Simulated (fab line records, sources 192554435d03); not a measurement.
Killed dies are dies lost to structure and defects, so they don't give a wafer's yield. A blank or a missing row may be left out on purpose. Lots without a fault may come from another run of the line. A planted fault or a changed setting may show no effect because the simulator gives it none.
Split-lot experiment | flow n5_finfet | 7 lots, 21 wafers read, on a route of 1938 steps

THE SPLIT
At N5_BEOL_M15_ILD_DEP_00 (deposits SiO2 from TEOS/O2, target thk 1629.3 nm, time 346.1 s), the setting time_s was moved away from the recipe's 346.1 s on 7 of the 21 wafers read, by -9.2% to +9.1%. The other wafers ran this setting at the recipe's value.

The file shows no step between the split and the reading.

THE READING
M15_ILD_THK, in nm, at N5_BEOL_M15_THK_MEAS_01. Fault-free wafers of this fab line usually give 1636 nm, standard deviation 20 nm.

wafer  | tool, chamber at the split | time_s as run, s | against the recipe | M15_ILD_THK, nm | against lot-mates on the recipe
L074.1 | pecvd-04, 0                | 325.4            | -6.0%              | 1520            | -125
L074.2 | pecvd-04, 1                | 346.1            | recipe             | 1645            | -
L074.4 | pecvd-04, 0                | 325.4            | -6.0%              | 1566            | -79
L076.4 | pecvd-02, 2                | 346.1            | recipe             | 1638            | -
L076.5 | pecvd-02, 1                | 346.1            | recipe             | 1665            | -
L076.6 | pecvd-02, 0                | 346.1            | recipe             | 1640            | -
L078.2 | pecvd-01, 0                | 314.2            | -9.2%              | 1516            | no lot-mate on the recipe
L078.4 | pecvd-01, 2                | 314.2            | -9.2%              | 1520            | no lot-mate on the recipe
L078.6 | pecvd-01, 0                | 314.2            | -9.2%              | 1519            | no lot-mate on the recipe
L084.2 | pecvd-04, 1                | 346.1            | recipe             | 1605            | -
L084.5 | pecvd-04, 2                | 346.1            | recipe             | 1630            | -
L084.6 | pecvd-04, 0                | 346.1            | recipe             | 1626            | -
L087.1 | pecvd-02, 1                | 346.1            | recipe             | 1644            | -
L087.5 | pecvd-02, 2                | 346.1            | recipe             | 1676            | -
L087.6 | pecvd-02, 1                | 346.1            | recipe             | 1665            | -
L090.1 | pecvd-02, 0                | 377.5            | +9.1%              | 1739            | +132
L090.3 | pecvd-02, 1                | 346.1            | recipe             | 1598            | -
L090.6 | pecvd-02, 2                | 346.1            | recipe             | 1617            | -
L095.2 | pecvd-04, 2                | 346.1            | recipe             | 1597            | -
L095.4 | pecvd-04, 0                | 376.1            | +8.7%              | 1779            | +162
L095.6 | pecvd-04, 1                | 346.1            | recipe             | 1638            | -

THE FIT
A straight line over all 21 wafers: M15_ILD_THK changes by +13.5 nm for each +1% of time_s; r = +0.94; the points scatter about the line by 23 nm.
The same after taking each lot's own level away (the mean of its wafers on the recipe; 18 wafers): +16.7 nm for each +1%; r = +0.97; scatter 16 nm.
On that fit, the largest move of time_s shifts the reading by 1.5e+02 nm.
The lots' own levels span 1607.5 to 1661.7 nm, that is 2.7 times the standard deviation above.
So the lot-to-lot level changes the slope: the two fits differ.
Check: with one of the wafers moved furthest among these (+9.1%) left out of the fit, the line predicts +163 nm for it against its lot-mates. It came out at +132 nm against them.

OTHER SPLITS ON THESE WAFERS
These wafers also went through other splits before the reading. Each is held against what the fit with the lots' levels taken away leaves over:
other split on the same wafers | wafers away from the commonest value | r with M15_ILD_THK (lot level and that fit taken away)
N5_BEOL_M13_DEP_53 time_s      | 6                                    | -0.13
N5_BEOL_M14_EXPOSE_07 dose_mj  | 5                                    | -0.27

THE WHOLE CHAIN: every reading that the file lists as answering this split, in the file's order
step                    | what it does                                                   | reading                                                                             | change (the file's fit)              | r (the file's)
N5_BEOL_M15_ILD_DEP_00  | deposits SiO2 from TEOS/O2, target thk 1629.3 nm, time 346.1 s | SiO2_of_BEOL_M15_ILD_DEP_00.thk_nm (the simulator's own value, which no gauge read) | +16.4 nm for each +1% of the setting | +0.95
N5_BEOL_M15_THK_MEAS_01 |                                                                | M15_ILD_THK                                                                         | +16.6 for each +1% of the setting    | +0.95
N5_BEOL_M15_VIA_ETCH_16 | etches SiO2 in C4F8/O2/Ar, target depth 1792.2 nm              | etch.depth_nm (the simulator's own value, which no gauge read)                      | +16.4 nm for each +1% of the setting | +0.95
N5_BEOL_M15_VIA_ETCH_16 | etches SiO2 in C4F8/O2/Ar, target depth 1792.2 nm              | coat_of_BEOL_M15_COAT_04.thk_nm (the simulator's own value, which no gauge read)    | -3.7 nm for each +1% of the setting  | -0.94
N5_BEOL_M15_ETCH_38     | etches SiCN in CF4/N2, target depth 106.4 nm, time 120.5 s     | SiO2_of_BEOL_M15_ILD_DEP_00.thk_nm (the simulator's own value, which no gauge read) | +16.6 nm for each +1% of the setting | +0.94

THE FILE'S OWN FIT
M15_ILD_THK changes by +16.6 nm for each +1% of time_s, r = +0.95.
